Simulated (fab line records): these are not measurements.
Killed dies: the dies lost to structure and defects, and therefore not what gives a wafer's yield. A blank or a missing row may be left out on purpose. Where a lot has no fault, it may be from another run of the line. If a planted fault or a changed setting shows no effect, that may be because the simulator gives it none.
Chamber matching | flow nand-harc | NHARC_A_STAIRCASE_DEP_156 on pecvd-03 has 3 sister chambers
The step deposits SiNx, target thk 50 nm. 6 wafers are shown with their chamber, then 7 later ones without.

## WAFERS WITH THEIR CHAMBER
wafer  | chamber | showerhead-vpp-V (V) | heater-power-w (W)
L303.5 | 0       | 1391                 | 754
L305.1 | 1       | 1355                 | 768
L305.5 | 1       | 1380                 | 761
L305.6 | 2       | 1380                 | 695
L307.2 | 2       | 1363                 | 587
L307.3 | 0       | 1407                 | 679

## WAFERS WITH NO CHAMBER GIVEN
wafer  | showerhead-vpp-V (V) | heater-power-w (W)
L307.4 | 1378                 | 713
L312.1 | 1364                 | 804
L312.5 | 1359                 | 593
L312.6 | 1355                 | 810
L318.1 | 1376                 | 723
L318.3 | 1381                 | 723
L318.4 | 1355                 | 787

## WHICH CHAMBER EACH WENT THROUGH
wafer  | from the rows above          | in truth
L307.4 | can't be placed: 1 or 2 or 0 | 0
L312.1 | 1                            | 1
L312.5 | can't be placed: 2 or 1      | 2
L312.6 | 1                            | 1
L318.1 | can't be placed: 1 or 2 or 0 | 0
L318.3 | can't be placed: 1 or 0 or 2 | 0
L318.4 | can't be placed: 1 or 2      | 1
Placed correctly: 2 of 7. These rows do not allow placing 5 (true chamber among the candidates in 5). Wrongly placed: 0.
How it was worked out, from the rows above alone: a wafer's distance from a chamber is the root of the sum, over the readings, of the square of ((its reading less the chamber's mean) divided by the reading's scatter). The wafer belongs to the nearest chamber; if the next one is less than 2 further off, it can't be placed. A chamber's mean is the mean of its shown wafers. The scatter: take each reading less its chamber's mean, square it, sum over the shown wafers, divide by the number of wafers less the number of chambers, and take the root.
